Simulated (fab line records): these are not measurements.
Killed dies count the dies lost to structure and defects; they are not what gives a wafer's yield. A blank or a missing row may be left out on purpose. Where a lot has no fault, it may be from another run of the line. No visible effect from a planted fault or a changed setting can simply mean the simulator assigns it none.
Matching of chambers :: flow nandHarc :: NHARC_A_BONDPAD_STRIP_16 on wetBench-10: 7 sister chambers
The step strips in post etch residue remover, time 600 s. 14 wafers are shown with their chamber, then 7 later ones without.

WAFERS, EACH WITH ITS CHAMBER
wafer: L213.2
chamber: 3
tempC (C): 30.04

wafer: L213.4
chamber: 4
tempC (C): 29.99

wafer: L213.6
chamber: 6
tempC (C): 29.93

wafer: L228.1
chamber: 2
tempC (C): 30.05

wafer: L228.4
chamber: 1
tempC (C): 30.04

wafer: L228.6
chamber: 4
tempC (C): 29.94

wafer: L226.1
chamber: 6
tempC (C): 29.73

wafer: L226.3
chamber: 5
tempC (C): 30.08

wafer: L226.5
chamber: 4
tempC (C): 30.02

wafer: L225.3
chamber: 3
tempC (C): 29.96

wafer: L225.5
chamber: 0
tempC (C): 30.02

wafer: L225.6
chamber: 1
tempC (C): 30.03

wafer: L227.2
chamber: 0
tempC (C): 30.04

wafer: L227.4
chamber: 4
tempC (C): 29.93

SIGNATURES (means of the wafers above)
reading: tempC
chamber 0: 30.0300
chamber 1: 30.0350
chamber 2: 30.0500
chamber 3: 30.0000
chamber 4: 29.9700
chamber 5: 30.0800
chamber 6: 29.8300
scatter within a chamber: 0.0642
Rule: for a wafer and a chamber, the distance is found by dividing, reading by reading, the gap between the wafer's reading and the chamber's mean by the reading's scatter, squaring, summing and taking the root. The wafer belongs to the nearest chamber; if the next one is less than 2 further off, it can't be placed. How the scatter is found: for the shown wafers, subtract from each reading the mean of its chamber, square and add these, divide the total by (wafers less chambers), then take the root.

WAFERS WHOSE CHAMBER IS MISSING
wafer: L227.6
tempC (C): 30.01

wafer: L230.1
tempC (C): 30.06

wafer: L230.3
tempC (C): 30.01

wafer: L230.5
tempC (C): 29.97

wafer: L235.3
tempC (C): 29.98

wafer: L235.4
tempC (C): 30.13

wafer: L235.6
tempC (C): 30.01

WHICH CHAMBER EACH WENT THROUGH
wafer: L227.6
from the rows above: can't be placed: 3 or 0 or 1 or 2 or 4 or 5
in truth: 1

wafer: L230.1
from the rows above: can't be placed: 2 or 5 or 1 or 0 or 3 or 4
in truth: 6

wafer: L230.3
from the rows above: can't be placed: 3 or 0 or 1 or 2 or 4 or 5
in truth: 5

wafer: L230.5
from the rows above: can't be placed: 4 or 3 or 0 or 1 or 2 or 5
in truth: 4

wafer: L235.3
from the rows above: can't be placed: 4 or 3 or 0 or 1 or 2 or 5
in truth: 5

wafer: L235.4
from the rows above: can't be placed: 5 or 2 or 1 or 0 or 3 or 4
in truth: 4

wafer: L235.6
from the rows above: can't be placed: 3 or 0 or 1 or 2 or 4 or 5
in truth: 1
Correctly placed: 0 of 7. These rows do not allow placing 7 (true chamber among the candidates in 6). Placed wrongly: 0.
